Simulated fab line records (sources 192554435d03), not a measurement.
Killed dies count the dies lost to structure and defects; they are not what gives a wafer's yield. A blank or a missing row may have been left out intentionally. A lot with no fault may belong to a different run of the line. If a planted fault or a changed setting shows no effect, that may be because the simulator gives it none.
Chamber matching || flow n5Finfet || N5_BEOL_M5_DESCUM_33 on rieDiel-02 has 4 sister chambers
The step chemistry O2, time 7 s. 8 wafers are shown with their chamber, then 8 later ones without.

## WAFERS WITH THEIR CHAMBER
{"wafer": "L078.1", "chamber": 3, "oesProductAu (a.u.)": 0.68, "throttleValvePct (%)": 20.59}
{"wafer": "L078.6", "chamber": 0, "oesProductAu (a.u.)": 0.92, "throttleValvePct (%)": 20.22}
{"wafer": "L079.3", "chamber": 3, "oesProductAu (a.u.)": 0.67, "throttleValvePct (%)": 20.58}
{"wafer": "L079.6", "chamber": 0, "oesProductAu (a.u.)": 0.93, "throttleValvePct (%)": 20.22}
{"wafer": "L080.3", "chamber": 2, "oesProductAu (a.u.)": 0.94, "throttleValvePct (%)": 20.37}
{"wafer": "L080.4", "chamber": 1, "oesProductAu (a.u.)": 0.70, "throttleValvePct (%)": 20.78}
{"wafer": "L080.5", "chamber": 1, "oesProductAu (a.u.)": 0.69, "throttleValvePct (%)": 20.80}
{"wafer": "L081.2", "chamber": 2, "oesProductAu (a.u.)": 0.94, "throttleValvePct (%)": 20.37}

## WAFERS WITHOUT THEIR CHAMBER
{"wafer": "L081.4", "oesProductAu (a.u.)": 0.92, "throttleValvePct (%)": 20.23}
{"wafer": "L081.5", "oesProductAu (a.u.)": 0.69, "throttleValvePct (%)": 20.78}
{"wafer": "L092.4", "oesProductAu (a.u.)": 0.87, "throttleValvePct (%)": 20.26}
{"wafer": "L092.5", "oesProductAu (a.u.)": 0.87, "throttleValvePct (%)": 20.42}
{"wafer": "L092.6", "oesProductAu (a.u.)": 0.99, "throttleValvePct (%)": 20.19}
{"wafer": "L095.2", "oesProductAu (a.u.)": 0.95, "throttleValvePct (%)": 20.20}
{"wafer": "L095.3", "oesProductAu (a.u.)": 0.86, "throttleValvePct (%)": 20.44}
{"wafer": "L095.4", "oesProductAu (a.u.)": 0.87, "throttleValvePct (%)": 20.28}

## THE CHAMBER EACH PASSED THROUGH
{"wafer": "L081.4", "from the rows above": 0, "in truth": 0}
{"wafer": "L081.5", "from the rows above": 1, "in truth": 1}
{"wafer": "L092.4", "from the rows above": 0, "in truth": 0}
{"wafer": "L092.5", "from the rows above": 2, "in truth": 2}
{"wafer": "L092.6", "from the rows above": 0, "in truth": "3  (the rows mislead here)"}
{"wafer": "L095.2", "from the rows above": 0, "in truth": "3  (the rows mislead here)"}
{"wafer": "L095.3", "from the rows above": 2, "in truth": 2}
{"wafer": "L095.4", "from the rows above": 0, "in truth": 0}
Placed correctly: 6 of 8. Can't be placed from these rows: 0. Number placed wrongly: 2.
How it was worked out, from the rows above alone: a wafer's distance from a chamber is the root of the sum, over the readings, of the square of ((its reading less the chamber's mean) divided by the reading's scatter). The wafer belongs to the nearest chamber; if the next one is less than 2 further off, it can't be placed. Each chamber's mean is taken over the wafers shown for it. The scatter: the root of (the sum of the squares of (reading less its chamber's mean) over the shown wafers, divided by (wafers less chambers)).
